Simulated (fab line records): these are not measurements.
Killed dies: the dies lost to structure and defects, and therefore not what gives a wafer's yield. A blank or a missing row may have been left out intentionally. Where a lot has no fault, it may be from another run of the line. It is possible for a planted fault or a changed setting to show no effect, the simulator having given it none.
Matching of chambers + flow nand harc + 4 sister chambers for NHARC_P_M2_CMP_23 on cmp-02
The step polishes, t overpolish 20 s, target thk 144.3 nm. 8 wafers are shown with their chamber, then 7 later ones without.

== WAFERS, EACH WITH ITS CHAMBER ==
| wafer  | chamber | motor current A (A) | slurry flow ml min |
|--------|---------|---------------------|--------------------|
| L404.4 | 0       | 11.9                | 151.0              |
| L408.1 | 3       | 11.3                | 149.4              |
| L411.4 | 1       | 11.0                | 149.7              |
| L411.5 | 3       | 12.4                | 149.6              |
| L414.1 | 0       | 12.1                | 150.1              |
| L414.2 | 2       | 13.2                | 149.5              |
| L418.1 | 2       | 13.5                | 149.7              |
| L418.2 | 1       | 10.9                | 150.3              |

== WAFERS WITH NO CHAMBER GIVEN ==
| wafer  | motor current A (A) | slurry flow ml min |
|--------|---------------------|--------------------|
| L418.6 | 11.7                | 150.4              |
| L419.1 | 11.8                | 150.1              |
| L419.2 | 13.0                | 149.9              |
| L419.3 | 11.6                | 150.1              |
| L420.2 | 13.7                | 149.6              |
| L420.5 | 13.5                | 149.8              |
| L420.6 | 10.9                | 150.2              |

== CHAMBER TAKEN BY EACH ==
| wafer  | from the rows above          | in truth                   |
|--------|------------------------------|----------------------------|
| L418.6 | can't be placed: 0 or 1 or 3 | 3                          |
| L419.1 | can't be placed: 0 or 3 or 1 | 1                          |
| L419.2 | can't be placed: 2 or 0 or 3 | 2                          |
| L419.3 | can't be placed: 0 or 1 or 3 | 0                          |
| L420.2 | 2                            | 2                          |
| L420.5 | 2                            | 2                          |
| L420.6 | 1                            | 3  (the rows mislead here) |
Placed correctly: 2 of 7. Unplaceable from these rows: 4, with the true chamber sitting among the candidates in 4. Wrongly placed: 1.
How it was worked out, from the rows above alone: a wafer's distance from a chamber is the root of the sum, over the readings, of the square of ((its reading less the chamber's mean) divided by the reading's scatter). If the next closest chamber is less than 2 further off than the closest, the wafer can't be placed; otherwise it belongs to the closest. A chamber's mean is the mean of its shown wafers. The scatter is the square root of a quotient: the sum, over the shown wafers, of each reading's squared deviation from its chamber's mean, divided by wafers minus chambers.
